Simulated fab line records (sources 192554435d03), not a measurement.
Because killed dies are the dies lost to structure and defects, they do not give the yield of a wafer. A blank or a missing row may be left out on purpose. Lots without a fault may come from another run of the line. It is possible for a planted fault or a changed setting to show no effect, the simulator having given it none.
fab line records + flow n5_finfet
record:
- lots: 7
- wafers: 21
route steps=1938 shown BEOL_M11@1588 BEOL_M12@1636 BEOL_M13@1696 BEOL_M14@1770
start_h: start of the lot's first displayed wafer, in hours after the record's first day + wait_h: time in hours since the lot's previous step + " same as the row above + L1.1+2: several wafers, shown together as one row + - no value present, or no start provided + * or withheld: withheld + < > ~ a bound
route shown NAME@n: names a module that has steps shown in the file, with the first one's number in the route + usual: average and standard deviation across the fault-free wafers + same: alike in all rows + chamber/n: place in a boat + sites: per-site readings + _std_site: standard deviation across them + _edge_site: outer sites' mean less inner sites' + radius_mm: how far each site lies from the wafer's centre + mask NAME#n: copy n + behind: the tool/chamber that last shaped the wafer + hold: cause of the lot's hold/its duration in hours/its outcome + device: the n, p or np transistor that did not switch + end of line: tests of these same wafers at the route's end + for a step that has no rows: nothing shown but its recipe + killed: not the wafer's yield, but the dies lost to structure and defects at the first sort + map: the dies of a wafer, with x for killed, . for not killed, _ for no die there
set.NAME: the setting that was run; set.NAME@STEP: the one run at that earlier step + model.NAME: the simulator's own value behind a step, which no gauge read
lots where settings were altered on purpose, with a table for each step and a row for each wafer
== steps ==
step: N5_BEOL_M11_DEGAS_44
recipe:
- ambient: vacuum
- temp_c: 250
- time_s: 60
| lot.wafer  | tool           | chamber | start_h | wait_h | set.temp_c |
|------------|----------------|---------|---------|--------|------------|
| L074.1+5   | pvd_sputter-03 | -       | 216.24  | 2.2    | 246.9      |
| L074.6     | "              | -       | "       | "      | 250        |
| L077.1     | pvd_sputter-02 | -       | 236.79  | 0.3    | 242.6      |
| L077.2+3   | "              | -       | "       | "      | 250        |
| L082.1+4+5 | pvd_sputter-03 | -       | 261.61  | 0.4    | 250        |
| L083.3+4+6 | pvd_sputter-01 | -       | 274.88  | 0.4    | 250        |
| L091.1     | pvd_sputter-01 | -       | 329.33  | 0.4    | 250        |
| L091.2+4   | "              | -       | "       | "      | 260.8      |
| L092.2+6   | pvd_sputter-02 | -       | 332.82  | 0.3    | 250        |
| L092.5     | "              | -       | "       | "      | 241.9      |
| L094.1+3+5 | pvd_sputter-01 | -       | 335.96  | 0.3    | 250        |
step: N5_BEOL_M11_PRE_CLEAN_45
recipe:
- gas: H2/He
- time_s: 30
- temp_c: 250
step: N5_BEOL_M11_ALD_74
recipe:
- material: TaN
- target_thk_a: 20
- temp_c: 275
- ald_precursor_family: PDMAT
- ald_co_reactant: NH3
- pressure_torr: 3
- carrier_flow_sccm: 1500
- pulse_time_s: 2
- purge_time_s: 3
- co_reactant_purge_time_s: 2
- co_reactant_pulse_time_s: 3
- ald_cycles: 40
- precursor_vessel_temp_c: 75
- precursor_vessel_pressure_torr: 26.25
- precursor_vessel_carrier_sccm: 1000
step: N5_BEOL_M11_ECD_50
recipe:
- material: Cu
- target_thk_a: 3180
step: N5_BEOL_M11_ANNEAL_51
recipe:
- temp_c: 225
- time_s: 90
- ambient: N2
step: N5_BEOL_M11_CMP_52
recipe:
- stop_on: SiCOH_lowk
- t_overpolish_s: 7
- down_force_psi: 1
- platen_rpm: 50
- clearing_platen_down_force_psi: 1.5
- clearing_platen_rpm: 50
- post_cmp_clean: cu_alkaline
- target_thk_nm: 140
- clearing_platen_pad_velocity_m_s: 0.99484
- pad_velocity_m_s: 0.99484
| lot.wafer | tool   | chamber | start_h | wait_h | set.time_s@BEOL_M11_TRENCH_ETCH_37 | model.Cu_of_BEOL_M11_ECD_50.thk_nm |
|-----------|--------|---------|---------|--------|------------------------------------|------------------------------------|
| L074.1    | cmp-03 | 2       | 217.55  | 0.3    | 48                                 | 141.4                              |
| L074.5    | "      | 2       | "       | "      | 44.62                              | 131.4                              |
| L074.6    | "      | 3       | "       | "      | 48                                 | 138.4                              |
| L077.2    | cmp-04 | 0       | 238.36  | 0.2    | 54.49                              | 158.8                              |
| L077.1    | "      | 1       | "       | "      | 54.49                              | 163.8                              |
| L077.3    | "      | 3       | "       | "      | 48                                 | 139.4                              |
| L082.4    | cmp-04 | 1       | 266.05  | 0.2    | 48                                 | 141.6                              |
| L082.1    | "      | 2       | "       | "      | 48                                 | 143.2                              |
| L082.5    | "      | 1       | "       | "      | 48                                 | 140.8                              |
| L083.3    | cmp-03 | 0       | 276.26  | 0.2    | 48                                 | 144.8                              |
| L083.4    | "      | 3       | "       | "      | 52.66                              | 156.8                              |
| L083.6    | "      | 1       | "       | "      | 52.66                              | 158.4                              |
| L091.1    | cmp-04 | 2       | 331.60  | 0.3    | 51.17                              | 145.6                              |
| L091.4    | "      | 0       | "       | "      | 51.17                              | 148.4                              |
| L091.2    | "      | 1       | "       | "      | 48                                 | 137.6                              |
| L092.2    | cmp-02 | 3       | 335.41  | 0.3    | 56.88                              | 164                                |
| L092.5    | "      | 2       | "       | "      | 56.88                              | 170.8                              |
| L092.6    | "      | 3       | "       | "      | 48                                 | 135.8                              |
| L094.3    | cmp-03 | 0       | 338.57  | 0.2    | 48                                 | 142.8                              |
| L094.1    | "      | 1       | "       | "      | 48                                 | 144.8                              |
| L094.5    | "      | 0       | "       | "      | 48                                 | 145.2                              |
step: N5_BEOL_M11_THK_MEAS_53
recipe:
- thk_meas_gauge: xrf
- reads: Cu_of_BEOL_M11_ECD_50
usual:
- M11_THK: 139.8/2.7
| lot.wafer | tool          | chamber | start_h | wait_h | set.time_s@BEOL_M11_TRENCH_ETCH_37 | M11_THK[nm] |
|-----------|---------------|---------|---------|--------|------------------------------------|-------------|
| L074.1    | film_metro-02 | -       | 217.85  | -      | 48                                 | 141.6       |
| L074.5    | "             | -       | "       | "      | 44.62                              | 131.9       |
| L074.6    | "             | -       | "       | "      | 48                                 | 138.5       |
| L077.1    | film_metro-02 | -       | 238.66  | -      | 54.49                              | 163.8       |
| L077.2    | "             | -       | "       | "      | 54.49                              | 158.7       |
| L077.3    | "             | -       | "       | "      | 48                                 | 139.1       |
| L082.1    | film_metro-02 | -       | 266.31  | -      | 48                                 | 140.5       |
| L082.4    | "             | -       | "       | "      | 48                                 | 140.0       |
| L082.5    | "             | -       | "       | "      | 48                                 | 138.8       |
| L083.3    | film_metro-01 | -       | 276.56  | -      | 48                                 | 144.7       |
| L083.4    | "             | -       | "       | "      | 52.66                              | 157.3       |
| L083.6    | "             | -       | "       | "      | 52.66                              | 158.9       |
| L091.1    | film_metro-02 | -       | 331.89  | -      | 51.17                              | 144.2       |
| L091.2    | "             | -       | "       | "      | 48                                 | 136.5       |
| L091.4    | "             | -       | "       | "      | 51.17                              | 147.1       |
| L092.2    | film_metro-01 | -       | 335.67  | -      | 56.88                              | 163.7       |
| L092.5    | "             | -       | "       | "      | 56.88                              | 170.1       |
| L092.6    | "             | -       | "       | "      | 48                                 | 135.8       |
| L094.1    | film_metro-02 | -       | 338.86  | -      | 48                                 | 142.7       |
| L094.3    | "             | -       | "       | "      | 48                                 | 141.5       |
| L094.5    | "             | -       | "       | "      | 48                                 | 143.7       |
step: N5_BEOL_M11_PRE_CLEAN_55
recipe:
- gas: NH3
- time_s: 15
- temp_c: withheld
- rf_power_w: 300
step: N5_BEOL_M11_DEP_56
recipe:
- material: SiCN
- target_thk_a: 300
- temp_c: withheld
- precursor: 3MS/NH3
- pressure_torr: 3
- rf_w: 675
- time_s: 10.5
step: N5_BEOL_M11_RS_MEAS_57
recipe:
- thk_meas_gauge: four-point-probe
- reads: Cu_of_BEOL_M11_ECD_50+Co_of_BEOL_M11_CVD_75+TaN_of_BEOL_M11_ALD_74
usual:
- M11_RS: 0.1505/0.003
| lot.wafer | tool          | chamber | start_h | wait_h | set.time_s@BEOL_M11_TRENCH_ETCH_37 | M11_RS[ohm/sq] |
|-----------|---------------|---------|---------|--------|------------------------------------|----------------|
| L074.1    | film_metro-02 | -       | 217.97  | 0.0    | 48                                 | 0.1494         |
| L074.5    | "             | -       | "       | "      | 44.62                              | 0.1621         |
| L074.6    | "             | -       | "       | "      | 48                                 | 0.1526         |
| L077.1    | film_metro-02 | -       | 238.79  | 0.0    | 54.49                              | 0.1271         |
| L077.2    | "             | -       | "       | "      | 54.49                              | 0.1316         |
| L077.3    | "             | -       | "       | "      | 48                                 | 0.1519         |
| L082.1    | film_metro-01 | -       | 266.44  | 0.0    | 48                                 | 0.1472         |
| L082.4    | "             | -       | "       | "      | 48                                 | 0.1492         |
| L082.5    | "             | -       | "       | "      | 48                                 | 0.1501         |
| L083.3    | film_metro-01 | -       | 276.69  | 0.0    | 48                                 | 0.1453         |
| L083.4    | "             | -       | "       | "      | 52.66                              | 0.1335         |
| L083.6    | "             | -       | "       | "      | 52.66                              | 0.1315         |
| L091.1    | film_metro-02 | -       | 332.01  | 0.0    | 51.17                              | 0.1445         |
| L091.2    | "             | -       | "       | "      | 48                                 | 0.1537         |
| L091.4    | "             | -       | "       | "      | 51.17                              | 0.1417         |
| L092.2    | film_metro-02 | -       | 335.80  | 0.0    | 56.88                              | 0.1270         |
| L092.5    | "             | -       | "       | "      | 56.88                              | 0.1215         |
| L092.6    | "             | -       | "       | "      | 48                                 | 0.1561         |
| L094.1    | film_metro-01 | -       | 338.99  | 0.0    | 48                                 | 0.1456         |
| L094.3    | "             | -       | "       | "      | 48                                 | 0.1471         |
| L094.5    | "             | -       | "       | "      | 48                                 | 0.1450         |
step: N5_BEOL_M12_ETCH_67
recipe:
- chemistry: CF4
- target: SiARC
- target_depth_a: 1430
- time_s: 238.3
- ion_energy_ev: 80
- pressure_mtorr: 40
- source_w: 545
- bias_w: 36
- Ar_flow_sccm: 100
- cf4_flow_sccm: 100
- ends: cleared
usual:
- etch_rf_on_time_s: 240/3.1
- rf_vpp_V: 184.3/1
| lot.wafer | tool        | chamber | start_h | wait_h | set.source_w | etch_rf_on_time_s | rf_vpp_V |
|-----------|-------------|---------|---------|--------|--------------|-------------------|----------|
| L074.1    | rie_diel-05 | 1       | 220.34  | 0.0    | 545          | 242               | 184.7    |
| L074.5    | "           | 3       | "       | "      | 472.7        | 275               | 193.8    |
| L074.6    | "           | 2       | "       | "      | 545          | 244               | 186.2    |
| L077.1    | rie_diel-01 | 1       | 240.64  | 0.0    | 545          | 240               | 184.3    |
| L077.2    | "           | 3       | "       | "      | 519.4        | 251               | 186.6    |
| L077.3    | "           | 0       | "       | "      | 519.4        | 250               | 186.8    |
| L082.1    | rie_diel-05 | 0       | 268.10  | 0.0    | 545          | 247               | 183.9    |
| L082.4    | "           | 3       | "       | "      | 545          | 240               | 184.3    |
| L082.5    | "           | 1       | "       | "      | 545          | 241               | 185.1    |
| L083.3    | rie_diel-05 | 3       | 278.52  | 0.0    | 545          | 240               | 184.5    |
| L083.4    | "           | 1       | "       | "      | 545          | 241               | 185.0    |
| L083.6    | "           | 2       | "       | "      | 545          | 241               | 185.0    |
| L091.1    | rie_diel-04 | 0       | 333.68  | 0.0    | 496.4        | 255               | 192.0    |
| L091.2    | "           | 1       | "       | "      | 545          | 236               | 184.4    |
| L091.4    | "           | 0       | "       | "      | 496.4        | 256               | 191.9    |
| L092.2    | rie_diel-01 | 0       | 337.45  | 0.0    | 545          | 235               | 185.1    |
| L092.5    | "           | 3       | "       | "      | 545          | 235               | 183.5    |
| L092.6    | "           | 1       | "       | "      | 545          | 237               | 182.7    |
| L094.1    | rie_diel-04 | 0       | 340.52  | 0.0    | 545          | 237               | 186.8    |
| L094.3    | "           | 3       | "       | "      | 545          | 235               | 183.9    |
| L094.5    | "           | 3       | "       | "      | 473.6        | 265               | 193.7    |
step: N5_BEOL_M12_ETCH_68
recipe:
- chemistry: N2/H2
- target: SOC
- mask_material: SiARC
- source_w: 3000
- bias_w: 350
- temp_c: 40
- time_s: 285
- ion_energy_ev: 200
- pressure_mtorr: 30
- n2_flow_sccm: 200
- h2_flow_sccm: 200
| lot.wafer | tool        | chamber | start_h | wait_h | set.time_s | model.SiARC_of_BEOL_M12_COAT_66.thk_nm |
|-----------|-------------|---------|---------|--------|------------|----------------------------------------|
| L074.1    | rie_diel-05 | 1       | 220.49  | 0.1    | 236.7      | 89.8                                   |
| L074.5    | "           | 3       | "       | "      | 236.7      | 90.4                                   |
| L074.6    | "           | 2       | "       | "      | 236.7      | 90.6                                   |
| L077.1    | rie_diel-01 | 1       | 240.79  | 0.1    | 285        | 85.6                                   |
| L077.2    | "           | 3       | "       | "      | 260.2      | 88.4                                   |
| L077.3    | "           | 0       | "       | "      | 285        | 85.8                                   |
| L082.1    | rie_diel-05 | 0       | 268.24  | 0.1    | 285        | 86.8                                   |
| L082.4+5  | "           | 3,1     | "       | "      | 285        | 86.6                                   |
| L083.3    | rie_diel-05 | 3       | 278.67  | 0.1    | 285        | 86.4                                   |
| L083.4    | "           | 1       | "       | "      | 285        | 86                                     |
| L083.6    | "           | 2       | "       | "      | 221.9      | 91.8                                   |
| L091.1    | rie_diel-04 | 0       | 333.83  | 0.1    | 285        | 85.6                                   |
| L091.2    | "           | 1       | "       | "      | 244.5      | 89                                     |
| L091.4    | "           | 0       | "       | "      | 244.5      | 88                                     |
| L092.2    | rie_diel-01 | 0       | 337.60  | 0.1    | 334.1      | 81.6                                   |
| L092.5    | "           | 3       | "       | "      | 334.1      | 82.2                                   |
| L092.6    | "           | 1       | "       | "      | 334.1      | 82.4                                   |
| L094.1    | rie_diel-04 | 0       | 340.67  | 0.1    | 302.3      | 84.2                                   |
| L094.3    | "           | 3       | "       | "      | 285        | 85.8                                   |
| L094.5    | "           | 3       | "       | "      | 302.3      | 84.6                                   |
step: N5_BEOL_M13_TRENCH_ETCH_34
recipe:
- chemistry: C4F8/O2/Ar
- target: SiOC
- target_depth_a: 4134.7
- mask_material: SOC
- pressure_mtorr: 30
- source_w: 3000
- bias_w: 700
- Ar_flow_sccm: 400
- C4F8_flow_sccm: 15
- O2_flow_sccm: 8
- he_inner_torr: 15
- he_outer_torr: 30
- time_s: 162.6
- ion_energy_ev: 250
| lot.wafer | tool        | chamber | start_h | wait_h | set.time_s | model.etch.depth_nm |
|-----------|-------------|---------|---------|--------|------------|---------------------|
| L074.1    | rie_diel-02 | 3       | 226.63  | 0.0    | 198.4      | 517                 |
| L074.5    | "           | 3       | "       | "      | 162.6      | 420.3               |
| L074.6    | "           | 0       | "       | "      | 162.6      | 417.9               |
| L077.1    | rie_diel-02 | 3       | 246.06  | 0.0    | 162.6      | 423                 |
| L077.2    | "           | 2       | "       | "      | 135.6      | 340.8               |
| L077.3    | "           | 1       | "       | "      | 162.6      | 409.7               |
| L082.1    | rie_diel-03 | 1       | 274.49  | 0.0    | 162.6      | 408.9               |
| L082.4    | "           | 3       | "       | "      | 162.6      | 417.9               |
| L082.5    | "           | 1       | "       | "      | 162.6      | 407.1               |
| L083.3    | rie_diel-03 | 1       | 284.51  | 0.0    | 172        | 422.7               |
| L083.4    | "           | 2       | "       | "      | 172        | 428.3               |
| L083.6    | "           | 2       | "       | "      | 162.6      | 404.5               |
| L091.1    | rie_diel-03 | 2       | 339.35  | 0.0    | 197.4      | 496.1               |
| L091.2    | "           | 1       | "       | "      | 197.4      | 494.1               |
| L091.4    | "           | 0       | "       | "      | 162.6      | 416.6               |
| L092.2    | rie_diel-03 | 2       | 342.21  | 0.0    | 198.9      | 502.6               |
| L092.5    | "           | 3       | "       | "      | 162.6      | 420.7               |
| L092.6    | "           | 0       | "       | "      | 198.9      | 514.4               |
| L094.1    | rie_diel-06 | 1       | 346.46  | 0.0    | 162.6      | 417.3               |
| L094.3    | "           | 0       | "       | "      | 162.6      | 422                 |
| L094.5    | "           | 3       | "       | "      | 162.6      | 409.9               |
step: N5_BEOL_M13_STRIP_70
recipe:
- chemistry: C4F8/O2/Ar
- resist: SiARC
- rf_frequency_hz: 6e+07
step: N5_BEOL_M13_OCD_MEAS_35
usual:
- trench_depth_nm: 414/6.3
| lot.wafer | tool   | chamber | start_h | wait_h | set.time_s@BEOL_M13_TRENCH_ETCH_34 | trench_depth_nm |
|-----------|--------|---------|---------|--------|------------------------------------|-----------------|
| L074.1    | ocd-02 | -       | 226.80  | 0.0    | 198.4                              | 517             |
| L074.5    | "      | -       | "       | "      | 162.6                              | 420             |
| L074.6    | "      | -       | "       | "      | 162.6                              | 418             |
| L077.1    | ocd-02 | -       | 246.23  | 0.0    | 162.6                              | 422             |
| L077.2    | "      | -       | "       | "      | 135.6                              | 341             |
| L077.3    | "      | -       | "       | "      | 162.6                              | 410             |
| L082.1    | ocd-01 | -       | 274.66  | 0.0    | 162.6                              | 409             |
| L082.4    | "      | -       | "       | "      | 162.6                              | 418             |
| L082.5    | "      | -       | "       | "      | 162.6                              | 407             |
| L083.3    | ocd-02 | -       | 284.69  | 0.0    | 172                                | 422             |
| L083.4    | "      | -       | "       | "      | 172                                | 428             |
| L083.6    | "      | -       | "       | "      | 162.6                              | 404             |
| L091.1    | ocd-02 | -       | 339.53  | 0.0    | 197.4                              | 496             |
| L091.2    | "      | -       | "       | "      | 197.4                              | 494             |
| L091.4    | "      | -       | "       | "      | 162.6                              | 417             |
| L092.2    | ocd-01 | -       | 342.38  | 0.0    | 198.9                              | 503             |
| L092.5    | "      | -       | "       | "      | 162.6                              | 421             |
| L092.6    | "      | -       | "       | "      | 198.9                              | 514             |
| L094.1    | ocd-01 | -       | 346.64  | 0.0    | 162.6                              | 417             |
| L094.3    | "      | -       | "       | "      | 162.6                              | 422             |
| L094.5    | "      | -       | "       | "      | 162.6                              | 410             |
step: N5_BEOL_M13_STRIP_37
recipe:
- chemistry: N2/H2
- power_w: 1000
- temp_c: 250
- h2_frac: 0.65
- overash_fraction: 0.3
- pressure_mtorr: withheld
- n2_flow_sccm: 1750
- h2_flow_sccm: 3250
step: N5_BEOL_M13_ETCH_38
recipe:
- chemistry: CF4/N2
- target: SiCN
- target_depth_a: 675
- taper_deg: 2
- time_s: 71.9
- ion_energy_ev: 150
- mask_material: SiO2
- pressure_mtorr: 40
- source_w: 430
- bias_w: 70
- Ar_flow_sccm: 100
- cf4_flow_sccm: 60
- n2_flow_sccm: 60
step: N5_BEOL_M13_ECD_47
recipe:
- material: Cu
- target_thk_a: 9360
step: N5_BEOL_M13_ANNEAL_48
recipe:
- temp_c: 225
- time_s: 90
- ambient: N2
step: N5_BEOL_M13_CMP_49
recipe:
- stop_on: SiOC
- t_overpolish_s: 17.1
- down_force_psi: 1
- platen_rpm: 50
- clearing_platen_down_force_psi: 1.5
- clearing_platen_rpm: 50
- post_cmp_clean: cu_alkaline
- target_thk_nm: 420
- clearing_platen_pad_velocity_m_s: 0.99484
- pad_velocity_m_s: 0.99484
| lot.wafer | tool   | chamber | start_h | wait_h | set.time_s@BEOL_M13_TRENCH_ETCH_34 | model.Cu_of_BEOL_M13_ECD_47.thk_nm |
|-----------|--------|---------|---------|--------|------------------------------------|------------------------------------|
| L074.1    | cmp-03 | 2       | 228.66  | 0.4    | 198.4                              | 523                                |
| L074.6    | "      | 0       | "       | "      | 162.6                              | 425                                |
| L074.5    | "      | 1       | "       | "      | 162.6                              | 427                                |
| L077.1    | cmp-02 | 0       | 248.83  | 0.3    | 162.6                              | 429                                |
| L077.2    | "      | 2       | "       | "      | 135.6                              | 349                                |
| L077.3    | "      | 3       | "       | "      | 162.6                              | 417                                |
| L082.1    | cmp-03 | 1       | 276.61  | 0.3    | 162.6                              | 416.6                              |
| L082.4    | "      | 2       | "       | "      | 162.6                              | 424.6                              |
| L082.5    | "      | 3       | "       | "      | 162.6                              | 414                                |
| L083.3    | cmp-03 | 0       | 286.41  | 0.2    | 172                                | 430                                |
| L083.4    | "      | 2       | "       | "      | 172                                | 435                                |
| L083.6    | "      | 0       | "       | "      | 162.6                              | 411.4                              |
| L091.2    | cmp-02 | 1       | 340.71  | 0.2    | 197.4                              | 501.2                              |
| L091.1    | "      | 2       | "       | "      | 197.4                              | 503.6                              |
| L091.4    | "      | 3       | "       | "      | 162.6                              | 423                                |
| L092.2    | cmp-03 | 2       | 344.13  | 0.2    | 198.9                              | 509.8                              |
| L092.5    | "      | 2       | "       | "      | 162.6                              | 428.6                              |
| L092.6    | "      | 3       | "       | "      | 198.9                              | 521.8                              |
| L094.1    | cmp-03 | 3       | 352.23  | 0.3    | 162.6                              | 424.8                              |
| L094.3    | "      | 0       | "       | "      | 162.6                              | 430.6                              |
| L094.5    | "      | 2       | "       | "      | 162.6                              | 418.8                              |
step: N5_BEOL_M13_THK_MEAS_50
recipe:
- thk_meas_gauge: xrf
- reads: Cu_of_BEOL_M13_ECD_47
usual:
- M13_THK: 419/7.2
| lot.wafer | tool          | chamber | start_h | wait_h | set.time_s@BEOL_M13_TRENCH_ETCH_34 | M13_THK[nm] |
|-----------|---------------|---------|---------|--------|------------------------------------|-------------|
| L074.1    | film_metro-02 | -       | 228.88  | -      | 198.4                              | 524         |
| L074.5    | "             | -       | "       | "      | 162.6                              | 425         |
| L074.6    | "             | -       | "       | "      | 162.6                              | 425         |
| L077.1    | film_metro-02 | -       | 249.13  | -      | 162.6                              | 427         |
| L077.2    | "             | -       | "       | "      | 135.6                              | 348         |
| L077.3    | "             | -       | "       | "      | 162.6                              | 414         |
| L082.1    | film_metro-01 | -       | 276.83  | -      | 162.6                              | 422         |
| L082.4    | "             | -       | "       | "      | 162.6                              | 429         |
| L082.5    | "             | -       | "       | "      | 162.6                              | 419         |
| L083.3    | film_metro-01 | -       | 286.67  | -      | 172                                | 431         |
| L083.4    | "             | -       | "       | "      | 172                                | 436         |
| L083.6    | "             | -       | "       | "      | 162.6                              | 411         |
| L091.1    | film_metro-01 | -       | 340.97  | -      | 197.4                              | 501         |
| L091.2    | "             | -       | "       | "      | 197.4                              | 501         |
| L091.4    | "             | -       | "       | "      | 162.6                              | 422         |
| L092.2    | film_metro-01 | -       | 344.43  | -      | 198.9                              | 510         |
| L092.5    | "             | -       | "       | "      | 162.6                              | 427         |
| L092.6    | "             | -       | "       | "      | 198.9                              | 522         |
| L094.1    | film_metro-02 | -       | 352.45  | -      | 162.6                              | 419         |
| L094.3    | "             | -       | "       | "      | 162.6                              | 423         |
| L094.5    | "             | -       | "       | "      | 162.6                              | 412         |
step: N5_BEOL_M13_PRE_CLEAN_52
recipe:
- gas: NH3
- time_s: 15
- temp_c: withheld
- rf_power_w: 300
step: N5_BEOL_M13_DEP_53
recipe:
- material: SiCN
- target_thk_a: 500
- temp_c: withheld
- precursor: 3MS/NH3
- pressure_torr: 3
- rf_w: 675
- time_s: 17.8
step: N5_BEOL_M13_RS_MEAS_54
recipe:
- thk_meas_gauge: four-point-probe
- reads: Cu_of_BEOL_M13_ECD_47+Ta_of_BEOL_M13_SPUTTER_44+TaN_of_BEOL_M13_SPUTTER_43
usual:
- M13_RS: 0.0449/0.0007
| lot.wafer | tool          | chamber | start_h | wait_h | set.time_s@BEOL_M13_TRENCH_ETCH_34 | M13_RS[ohm/sq] |
|-----------|---------------|---------|---------|--------|------------------------------------|----------------|
| L074.1    | film_metro-02 | -       | 229.01  | 0.0    | 198.4                              | 0.0358         |
| L074.5    | "             | -       | "       | "      | 162.6                              | 0.0443         |
| L074.6    | "             | -       | "       | "      | 162.6                              | 0.0444         |
| L077.1    | film_metro-02 | -       | 249.26  | 0.0    | 162.6                              | 0.0440         |
| L077.2    | "             | -       | "       | "      | 135.6                              | 0.0545         |
| L077.3    | "             | -       | "       | "      | 162.6                              | 0.0453         |
| L082.1    | film_metro-01 | -       | 276.96  | 0.0    | 162.6                              | 0.0453         |
| L082.4    | "             | -       | "       | "      | 162.6                              | 0.0444         |
| L082.5    | "             | -       | "       | "      | 162.6                              | 0.0456         |
| L083.3    | film_metro-01 | -       | 286.80  | 0.1    | 172                                | 0.0439         |
| L083.4    | "             | -       | "       | "      | 172                                | 0.0433         |
| L083.6    | "             | -       | "       | "      | 162.6                              | 0.0459         |
| L091.1    | film_metro-01 | -       | 341.10  | 0.0    | 197.4                              | 0.0372         |
| L091.2    | "             | -       | "       | "      | 197.4                              | 0.0375         |
| L091.4    | "             | -       | "       | "      | 162.6                              | 0.0446         |
| L092.2    | film_metro-02 | -       | 344.56  | 0.1    | 198.9                              | 0.0368         |
| L092.5    | "             | -       | "       | "      | 162.6                              | 0.0441         |
| L092.6    | "             | -       | "       | "      | 198.9                              | 0.0359         |
| L094.1    | film_metro-02 | -       | 352.58  | 0.0    | 162.6                              | 0.0444         |
| L094.3    | "             | -       | "       | "      | 162.6                              | 0.0438         |
| L094.5    | "             | -       | "       | "      | 162.6                              | 0.0451         |
step: N5_BEOL_M14_DEP_53
recipe:
- material: SiCN
- target_thk_a: 500
- temp_c: withheld
- precursor: 3MS/NH3
- pressure_torr: 3
- rf_w: 675
- time_s: 17.8
| lot.wafer | tool     | chamber | start_h | wait_h | set.time_s | model.SiCN_of_BEOL_M14_DEP_53.thk_nm |
|-----------|----------|---------|---------|--------|------------|--------------------------------------|
| L074.1    | pecvd-01 | 1       | 234.02  | 0.0    | 17.8       | 49.2                                 |
| L074.5+6  | "        | 0,2     | "       | "      | 20.15      | 57                                   |
| L077.1    | pecvd-02 | 2       | 254.39  | 0.0    | 17.8       | 49.4                                 |
| L077.2    | "        | 1       | "       | "      | 17.8       | 49                                   |
| L077.3    | "        | 0       | "       | "      | 19.36      | 53.2                                 |
| L082.1    | pecvd-01 | 0       | 284.07  | 0.0    | 17.8       | 49                                   |
| L082.4    | "        | 2       | "       | "      | 17.8       | 49.6                                 |
| L082.5    | "        | 1       | "       | "      | 17.8       | 49.4                                 |
| L083.3    | pecvd-01 | 1       | 291.80  | 0.0    | 17.8       | 49                                   |
| L083.4    | "        | 0       | "       | "      | 18.49      | 52.2                                 |
| L083.6    | "        | 2       | "       | "      | 17.8       | 50.2                                 |
| L091.1    | pecvd-02 | 0       | 346.89  | 0.0    | 15.45      | 43.8                                 |
| L091.2    | "        | 2       | "       | "      | 15.45      | 42.8                                 |
| L091.4    | "        | 0       | "       | "      | 15.45      | 44.2                                 |
| L092.2    | pecvd-02 | 1       | 352.67  | 0.0    | 17.06      | 47.8                                 |
| L092.5    | "        | 0       | "       | "      | 17.06      | 49                                   |
| L092.6    | "        | 1       | "       | "      | 17.8       | 50.6                                 |
| L094.1    | pecvd-04 | 0       | 357.25  | 0.0    | 20.34      | 57                                   |
| L094.3    | "        | 0       | "       | "      | 20.34      | 57.6                                 |
| L094.5    | "        | 1       | "       | "      | 17.8       | 51                                   |
== key ==
split:
- step: N5_BEOL_M11_DEGAS_44
- setting: temp_c
- stated: 250
- by: wafer
response none clear
split:
- step: N5_BEOL_M12_ETCH_67
- setting: source_w
- stated: 545
- by: wafer
response:
- step: N5_BEOL_M12_ETCH_67
- reading: etch_rf_on_time_s
- change: *
- per: 1%
- r: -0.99
response:
- step: N5_BEOL_M12_ETCH_67
- reading: rf_vpp_V
- change: -0.666
- per: 1%
- r: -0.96
split:
- step: N5_BEOL_M12_ETCH_68
- setting: time_s
- stated: 285
- by: wafer
response:
- step: N5_BEOL_M12_ETCH_68
- reading: model.SiARC_of_BEOL_M12_COAT_66.thk_nm
- change: -0.245
- per: 1%
- r: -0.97
split:
- step: N5_BEOL_M13_TRENCH_ETCH_34
- setting: time_s
- stated: 162.6
- by: wafer
response:
- step: N5_BEOL_M13_TRENCH_ETCH_34
- reading: model.etch.depth_nm
- change: +4.1
- per: 1%
- r: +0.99
response:
- step: N5_BEOL_M13_OCD_MEAS_35
- reading: trench_depth_nm
- change: +4.09
- per: 1%
- r: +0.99
response:
- step: N5_BEOL_M13_CMP_49
- reading: model.Cu_of_BEOL_M13_ECD_47.thk_nm
- change: +4.07
- per: 1%
- r: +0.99
response:
- step: N5_BEOL_M13_THK_MEAS_50
- reading: M13_THK
- change: +4.12
- per: 1%
- r: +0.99
response:
- step: N5_BEOL_M13_RS_MEAS_54
- reading: M13_RS
- change: -0.000395
- per: 1%
- r: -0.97
split:
- step: N5_BEOL_M14_DEP_53
- setting: time_s
- stated: 17.8
- by: wafer
response:
- step: N5_BEOL_M14_DEP_53
- reading: model.SiCN_of_BEOL_M14_DEP_53.thk_nm
- change: +0.507
- per: 1%
- r: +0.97
split outside_this_file step=N5_BEOL_M11_TRENCH_ETCH_37 setting=time_s
split outside_this_file: this setting was split too, and the file shows its column; the key of that split is in another file
